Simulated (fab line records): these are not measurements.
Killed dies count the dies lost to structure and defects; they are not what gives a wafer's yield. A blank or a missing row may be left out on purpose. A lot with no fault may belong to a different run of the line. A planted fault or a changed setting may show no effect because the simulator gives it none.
fab line records | flow n5_finfet
[record] lots = 11 wafers = 30 last_day = 18
route steps=1938 shown BEOL_M10@1506 BEOL_M11@1537
lots that met no fault: from a run of the same line without faults
start_h: start of the lot's first displayed wafer, in hours after the record's first day | wait_h: time in hours since the lot's previous step | " unchanged from the row above | L1.1+2: a single row standing in for several wafers | - value missing, or start not given | * or withheld: withheld | < > ~ a bound
route shown NAME@n: a module of which the file shows steps, and the number in the route of the first | usual: mean/standard deviation of fault-free wafers | same: alike in all rows | chamber/n: place in a boat | sites: per-site readings | _std_site: the values' standard deviation | _edge_site: mean of outer sites minus mean of inner sites | radius_mm: how far each site lies from the wafer's centre | mask NAME#n: copy n | behind: the most recent tool/chamber to have shaped the wafer | hold: cause of the lot's hold/its duration in hours/its outcome | device: the transistor (n, p or np) that didn't switch | end of line: tests run on the same wafers once the route is complete | step lacking rows: just its recipe | killed: the dies lost at the first sort to structure and to defects; this is not the yield of the wafer | map: dies across one wafer; x = killed, . = not, _ = none there
set.NAME: the setting the step ran with; set.NAME@STEP: the setting that earlier step ran with | model.NAME: the simulator's own value behind a step, which no gauge read
a sample of lots followed through the steps of the route, with each step as a table and each wafer as a row
services: the hour from which a tool's chamber was out of use, counted from the record's first day as start_h (under 0 if before that day), plus the number of hours and why
[[steps]]
[step N5_BEOL_M10_ETCH_65]
[recipe] chemistry = CF4 target = SiARC target_depth_a = 390 mask_material = CAR-ArF time_s = 65 ion_energy_ev = 80 pressure_mtorr = 40 source_w = 545 bias_w = 36 Ar_flow_sccm = 100 cf4_flow_sccm = 100 ends = cleared
[usual] drypump_motor_current_A = 5.9/0.47 etch_rf_on_time_s = 64.6/1.3 oes_product_au = 0.68/0.057 rf_vpp_V = 184.6/1.1 showerhead_plenum_p_Torr = 2.18/0.058 throttle_valve_pct = 15.55/0.27
// columns lot.wafer tool chamber start_h wait_h drypump_motor_current_A etch_rf_on_time_s oes_product_au rf_hours_counter_h rf_vpp_V showerhead_plenum_p_Torr throttle_valve_pct
L269.2 rie_diel-04 0 231.24 0.0 5.0 64.6 0.74 65 185.4 2.08 15.72
L269.5 " 0 " " 5.0 64.5 0.72 - 183.7 2.08 15.75
L270.1 rie_diel-04 3 241.42 0.0 6.3 63.0 0.70 99 183.8 2.15 15.32
L270.6 " 3 " " 6.3 63.3 0.70 - 182.8 2.15 15.33
L274.1 rie_diel-05 2 251.88 0.0 5.4 64.3 0.69 100 182.4 2.09 15.45
L274.3 " 1 " " 5.8 63.6 0.63 174 184.0 2.22 16.03
L278.2 rie_diel-06 0 284.36 0.0 6.3 67.1 0.59 231 185.4 2.19 15.89
L278.3 " 2 " " 5.9 65.6 0.74 39 185.8 2.12 15.42
L278.4 " 1 " " 6.5 62.1 0.70 87 185.4 2.25 15.53
L279.1 rie_diel-05 1 298.90 0.0 5.8 64.5 0.61 193 186.0 2.21 16.08
L279.2 " 0 " " 6.2 65.4 0.70 78 184.7 2.24 15.33
L279.3 " 1 " " 5.8 63.8 0.62 - 184.7 2.21 16.08
L283.1 rie_diel-06 3 298.99 0.0 5.0 64.2 0.61 219 185.4 2.19 15.54
L283.2 " 2 " " 5.9 64.6 0.75 43 183.5 2.12 15.42
L283.5 " 2 " " 5.9 64.2 0.75 - 183.6 2.12 15.42
L281.1 rie_diel-05 1 302.62 0.0 5.8 64.0 0.62 196 185.2 2.21 16.08
L281.3 " 0 " " 6.2 66.3 0.69 - 183.9 2.24 15.33
L281.5 " 1 " " 5.8 64.6 0.61 - 185.2 2.21 16.09
L289.1 rie_diel-06 1 347.43 0.0 6.5 61.8 0.67 110 186.0 2.24 15.58
L289.2 " 2 " " 5.9 66.2 0.72 56 183.4 2.11 15.46
L289.5 " 1 " " 6.5 62.1 0.67 - 186.7 2.24 15.57
L291.1 rie_diel-05 0 350.53 0.0 6.2 67.0 0.67 99 185.1 2.24 15.35
L291.2 " 3 " " 5.8 63.4 0.78 15 182.6 2.18 15.00
L291.6 " 3 " " 5.8 63.0 0.78 - 183.8 2.18 15.00
L290.1 rie_diel-05 0 369.95 0.0 6.2 65.9 0.67 106 185.8 2.23 15.37
L290.2 " 1 " " 5.8 63.8 0.60 220 185.7 2.20 16.14
L290.5 " 1 " " 5.8 64.1 0.60 - 184.6 2.20 16.12
L292.1 rie_diel-04 3 373.15 0.0 6.3 64.9 0.65 146 185.0 2.14 15.43
L292.3 " 2 " " 6.2 64.3 0.63 159 185.1 2.22 15.76
L292.5 " 1 " " 5.8 66.7 0.74 - 184.5 2.19 15.27
[step N5_BEOL_M10_SURFACE_TREAT_76]
[recipe] gas = Ar time_s = * ion_energy_ev = * ion_current_ma_cm2 = 0.5 pressure_mtorr = * ar_flow_sccm = 30
[usual] throttle_valve_pct = *
// columns lot.wafer tool chamber start_h wait_h throttle_valve_pct
L269.2 pvd_sputter-01 - 233.37 0.2 *
L269.5 " - " " *
L270.1 pvd_sputter-01 - 242.84 0.2 *
L270.6 " - " " *
L274.1 pvd_sputter-01 - 253.81 0.2 *
L274.3 " - " " *
L278.2 pvd_sputter-03 - 285.82 0.2 *
L278.3 " - " " *
L278.4 " - " " *
L283.1 pvd_sputter-01 - 302.44 1.8 *
L283.2 " - " " *
L283.5 " - " " *
L279.1 pvd_sputter-01 - 302.56 1.8 *
L279.2 " - " " *
L279.3 " - " " *
L281.1 pvd_sputter-02 - 304.47 0.2 *
L281.3 " - " " *
L281.5 " - " " *
L289.1 pvd_sputter-02 - 349.04 0.2 *
L289.2 " - " " *
L289.5 " - " " *
L291.1 pvd_sputter-03 - 352.45 0.2 *
L291.2 " - " " *
L291.6 " - " " *
L290.1 pvd_sputter-02 - 371.55 0.2 *
L290.2 " - " " *
L290.5 " - " " *
L292.1 pvd_sputter-01 - 376.63 0.2 *
L292.3 " - " " *
L292.5 " - " " *
[step N5_BEOL_M10_DEP_56]
[recipe] material = SiCN target_thk_a = 150 temp_c = withheld precursor = 3MS/NH3 pressure_torr = 3 rf_w = 202 time_s = 26.5
[usual] showerhead_plenum_p_Torr = 3.660/0.0092 showerhead_vpp_V = 879/47 throttle_valve_pct = 9.0/0.4
// columns lot.wafer tool chamber start_h wait_h showerhead_plenum_p_Torr showerhead_vpp_V throttle_valve_pct
L269.2 pecvd-04 0 234.43 0.0 3.663 880 9.1
L269.5 " 2 " " 3.643 825 9.2
L270.1 pecvd-04 2 244.13 0.0 3.652 838 8.9
L270.6 " 2 " " 3.649 821 8.6
L274.1 pecvd-04 1 256.22 0.0 3.658 960 9.1
L274.3 " 2 " " 3.654 831 8.8
L278.2 pecvd-01 2 288.72 0.0 3.664 786 9.0
L278.3 " 0 " " 3.679 889 8.9
L278.4 " 0 " " 3.675 882 8.8
L283.1 pecvd-04 0 303.76 0.0 3.669 893 8.8
L283.2 " 1 " " 3.656 936 9.0
L283.5 " 2 " " 3.656 822 8.9
L279.1 pecvd-01 0 303.79 0.0 3.674 888 8.6
L279.2 " 2 " " 3.656 799 9.1
L279.3 " 1 " " 3.660 835 9.5
L281.1 pecvd-01 2 307.95 0.0 3.662 784 8.8
L281.3 " 0 " " 3.670 899 8.6
L281.5 " 1 " " 3.655 851 9.5
L289.1 pecvd-04 2 350.35 0.0 3.660 815 9.1
L289.2 " 1 " " 3.654 950 9.1
L289.5 " 2 " " 3.655 818 9.0
L291.1 pecvd-04 1 353.51 0.0 3.649 944 9.1
L291.2 " 2 " " 3.660 832 9.1
L291.6 " 1 " " 3.651 949 9.2
L290.1 pecvd-01 0 372.93 0.0 3.672 884 8.9
L290.2 " 2 " " 3.660 803 9.0
L290.5 " 0 " " 3.683 906 8.6
L292.1 pecvd-03 1 377.96 0.0 3.657 877 9.3
L292.3 " 2 " " 3.648 858 8.0
L292.5 " 0 " " 3.661 919 9.1
[step N5_BEOL_M11_CURE_71]
[recipe] temp_c = 385 time_s = 240 ambient = He/Ar material = SiCOH_lowk
[usual] lamp_power_pct = 52.32/0.052 run_length_s = 286.1/1.3 wafer_temp_C_max = 386.6/0.61
// columns lot.wafer tool chamber start_h wait_h lamp_power_pct run_length_s wafer_temp_C_max
L269.2 uv_cure-03 0 234.73 0.1 52.40 285.5 386.1
L269.5 " 0 " " 52.23 285.1 386.5
L270.1 uv_cure-03 0 244.34 0.0 52.27 284.6 386.2
L270.6 " 0 " " 52.33 284.6 386.3
L274.1 uv_cure-03 2 256.45 0.1 52.33 285.2 388.0
L274.3 " 2 " " 52.39 285.5 388.0
L278.2 uv_cure-03 1 289.13 0.2 52.35 288.9 386.1
L278.3 " 1 " " 52.34 289.5 385.9
L278.4 " 1 " " 52.33 289.7 385.7
L283.1 uv_cure-02 1 304.15 0.2 - - -
L283.2 " 1 " " - - -
L283.5 " 1 " " - - -
L279.1 uv_cure-03 2 304.26 0.3 - - -
L279.2 " 2 " " - - -
L279.3 " 2 " " - - -
L281.1 uv_cure-02 0 308.16 0.0 - - -
L281.3 " 0 " " - - -
L281.5 " 0 " " - - -
L289.1 uv_cure-01 0 350.56 0.0 52.36 289.3 387.7
L289.2 " 0 " " 52.31 289.4 387.1
L289.5 " 0 " " 52.27 289.5 386.6
L291.1 uv_cure-02 1 353.72 0.0 52.35 286.0 386.4
L291.2 " 1 " " 52.32 286.2 386.2
L291.6 " 1 " " 52.31 286.0 385.9
L290.1 uv_cure-01 2 373.15 0.1 52.35 285.4 386.6
L290.2 " 2 " " 52.26 285.2 387.0
L290.5 " 2 " " 52.32 285.6 387.3
L292.1 uv_cure-01 0 378.17 0.0 52.33 285.6 387.0
L292.3 " 0 " " 52.33 285.6 386.6
L292.5 " 0 " " 52.33 285.8 386.1
[step N5_BEOL_M11_THK_MEAS_01]
[recipe] reads = SiCOH_lowk_of_BEOL_M11_ILD_DEP_00
[usual] M11_ILD_THK = 269/4.1
// columns lot.wafer tool chamber start_h wait_h M11_ILD_THK[nm]
L269.2 film_metro-02 - 235.16 0.4 267
L269.5 " - " " 274
L270.1 film_metro-02 - 244.86 0.4 263
L270.6 " - " " 265
L274.1 film_metro-01 - 256.96 0.4 268
L274.3 " - " " 264
L278.2 film_metro-02 - 289.96 0.7 267
L278.3 " - " " 270
L278.4 " - " " 275
L283.1 film_metro-02 - 304.66 0.4 310
L283.2 " - " " 309
L283.5 " - " " 314
L279.1 film_metro-02 - 304.77 0.4 308
L279.2 " - " " 310
L279.3 " - " " 316
L281.1 film_metro-02 - 308.67 0.4 313
L281.3 " - " " 304
L281.5 " - " " 304
L289.1 film_metro-02 - 351.55 0.8 270
L289.2 " - " " 263
L289.5 " - " " 272
L291.1 film_metro-02 - 354.23 0.4 264
L291.2 " - " " 265
L291.6 " - " " 275
L290.1 film_metro-01 - 373.66 0.4 264
L290.2 " - " " 266
L290.5 " - " " 269
L292.1 film_metro-02 - 378.69 0.4 267
L292.3 " - " " 269
L292.5 " - " " 268
[[services]]
// columns tool chamber start_h hours kind
uv_cure-01 - 211.36 3.4 pm
pecvd-01 - 216.10 0.8 repair
pvd_sputter-03 - 216.20 4.0 repair
uv_cure-03 - 245.83 0.7 repair
uv_cure-02 - 251.43 5.2 repair
pecvd-04 0 262.33 5.5 scheduled_down
uv_cure-03 - 266.58 0.9 repair
rie_diel-06 0 268.22 15.3 repair
pecvd-04 - 270.79 3.2 repair
pecvd-01 2 272.76 7.5 repair
pecvd-03 1 281.86 19.3 repair
pecvd-04 0 286.04 5.0 scheduled_down
rie_diel-06 2 293.88 4.3 repair
rie_diel-05 3 296.99 - clean
rie_diel-05 3 296.99 - consumable_replace:focus_ring
rie_diel-05 3 296.99 14.1 scheduled_down
rie_diel-05 2 297.03 9.6 repair
rie_diel-06 2 304.45 10.4 repair
pecvd-01 - 316.00 14.6 pm
uv_cure-03 - 349.66 1.0 pm
uv_cure-03 - 362.26 24.9 pm
pecvd-04 - 368.61 28.1 pm
rie_diel-05 3 369.28 14.3 repair
rie_diel-04 - 377.54 14.6 pm
[[key]]
[first_sign] step = N5_BEOL_M11_CURE_71 reading = tool_record direction = missing
[effect] step = N5_BEOL_M11_THK_MEAS_01 reading = M11_ILD_THK direction = up sigmas = 10 usual = 269 struck = 310
met_at N5_BEOL_M11_CURE_71
struck_lots L279,L281,L283
not_acting_at N5_BEOL_M10_ETCH_65,N5_BEOL_M10_SURFACE_TREAT_76,N5_BEOL_M10_DEP_56
onset_between 289.13 304.15
[fault] kind = skipped_step_whole tool = uv_cure-02,uv_cure-03 chamber = - onset_h = 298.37 steps = N5_BEOL_M11_CURE_71 scope = struck_lots_only
